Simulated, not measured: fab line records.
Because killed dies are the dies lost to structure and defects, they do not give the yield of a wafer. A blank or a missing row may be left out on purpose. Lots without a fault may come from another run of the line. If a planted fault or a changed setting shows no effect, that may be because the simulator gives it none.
Struck lot and sound lot, side by side || flow n5Finfet || 15 out of 1938 route steps
Sound: wafers L303.2, L303.3, L303.6. Struck: wafer L308.2 (left out: L308.3, L308.5 of the same lot, which were not struck); the cause appears at the end.
Per side, at each step with rows, come the tool, then ch with its chambers, and then its first start. Under that, the readings that differ: sound wafers || struck wafers || difference of the means || sigmas: that difference in standard deviations of wafers without a fault.
alike: readings with means less than 2 such deviations apart, plus words and numbers identical on both sides. not compared: withheld readings, readings lacking a value on some wafer, bounds such as >300 that could conceal the same value, and numbers that have no deviation in the record and whose values overlap.
A row with sigmas, a row that says differs or no value, or rows on one side alone: a step with any of these is where the two part. Numbers that have no deviation but don't overlap get no sigmas and don't part them. A reading missing from all wafers of one side parts the sides only when that side holds two or more wafers.

N5_BEOL_M6_CURE_75: cures SiCOH lowk, time 120 s.
  sound on uvCure-01 ch 0, day 10 19:53; struck on uvCure-01 ch 2, day 12 13:33
{"reading": "lampPowerPct (%)", "sound": "52.26 52.29 52.38", "struck": 52.44, "difference": "+0.13", "sigmas": "+2"}
  alike: wafer_temp_C_max
then, 3 steps without rows for these wafers: N5_BEOL_M6_DEGAS_44 (time 60 s); N5_BEOL_M6_PRE_CLEAN_45 (time 30 s); N5_BEOL_M6_ALD_77 (deposits TaN, target thk 2 nm, pulse time 2 s, purge time 3 s).
N5_BEOL_M6_SURFACE_TREAT_79:
  sound: pvdSputter-01 at day 10 21:04; struck: pvdSputter-02 at day 12 14:29
{"reading": "arFlowSccm (sccm)", "sound": "30.15 29.99 30.09", "struck": 30.29, "difference": "+0.21", "sigmas": "+2"}
  not compared: throttleValvePct
then, 1 step without rows for these wafers: N5_BEOL_M6_CVD_78 (deposits Co from CCTBA/H2, target thk 2 nm, time 142.3 s).
N5_BEOL_M6_SPUTTER_48: material Cu, target thk 10 nm, time 1.667 s.
  sound: pvdSputter-03 at day 10 21:46; struck: pvdSputter-03 at day 12 14:44
{"reading": "chamberPressurePa (Pa)", "sound": "0.13019 0.12979 0.13006", "struck": 0.12951, "difference": -0.00050, "sigmas": -2}
  alike: throttleValvePct
then, 1 step without rows for these wafers: N5_BEOL_M6_ECD_50 (material Cu, target thk 300 nm).
N5_BEOL_M6_ANNEAL_51: time 90 s.
  sound on rtpAnneal-01 ch 0, day 10 22:01; struck on rtpAnneal-01 ch 0, day 12 15:18
  alike: wafer_temp_C_max
N5_BEOL_M6_CMP_52: polishes, stops on SiCOH lowk, t overpolish 6.9 s, target thk 80 nm.
  sound on cmp-02 ch 0,1,3, day 10 22:19; struck on cmp-03 ch 1, day 12 15:33
  alike: barrierFieldEndpointS, motorCurrentA, overpolishRunS, platenRpm, slurryFlowMlMin, timeToEndpointS
N5_BEOL_M6_THK_MEAS_53: measures by xrf.
  sound: filmMetro-02 at day 10 22:34; struck: filmMetro-02 at day 12 15:51
  alike: M6_THK
then, 1 step without rows for these wafers: N5_BEOL_M6_PRE_CLEAN_55 (time 15 s).
N5_BEOL_M6_DEP_56: deposits SiCN from 3MS/NH3, target thk 10 nm, time 17.5 s.
  sound on pecvd-01 ch 0,2, day 10 22:38; struck on pecvd-01 ch 2, day 12 15:55
{"reading": "model.SiCN_of_BEOL_M6_DEP_56.thkNm (nm)", "sound": "10 10 10", "struck": 6.2, "difference": -3.8, "sigmas": ""}
  alike: showerheadPlenumPTorr, throttleValvePct
N5_BEOL_M6_RS_MEAS_57: a four-point-probe measurement.
  sound: filmMetro-02 at day 10 22:44; struck: filmMetro-01 at day 12 15:59
  alike: M6_RS
then, 1 step without rows for these wafers: N5_PASSIVATION_PROBE_49.

## WHERE THEY PART
Earliest at N5_BEOL_M6_CURE_75; latest, in this record, at N5_BEOL_M6_SPUTTER_48. Later steps at which nothing parts them and some readings are alike: N5_BEOL_M6_ANNEAL_51, N5_BEOL_M6_CMP_52, N5_BEOL_M6_THK_MEAS_53, N5_BEOL_M6_DEP_56, N5_BEOL_M6_RS_MEAS_57.

WHY: the cause the simulator had injected
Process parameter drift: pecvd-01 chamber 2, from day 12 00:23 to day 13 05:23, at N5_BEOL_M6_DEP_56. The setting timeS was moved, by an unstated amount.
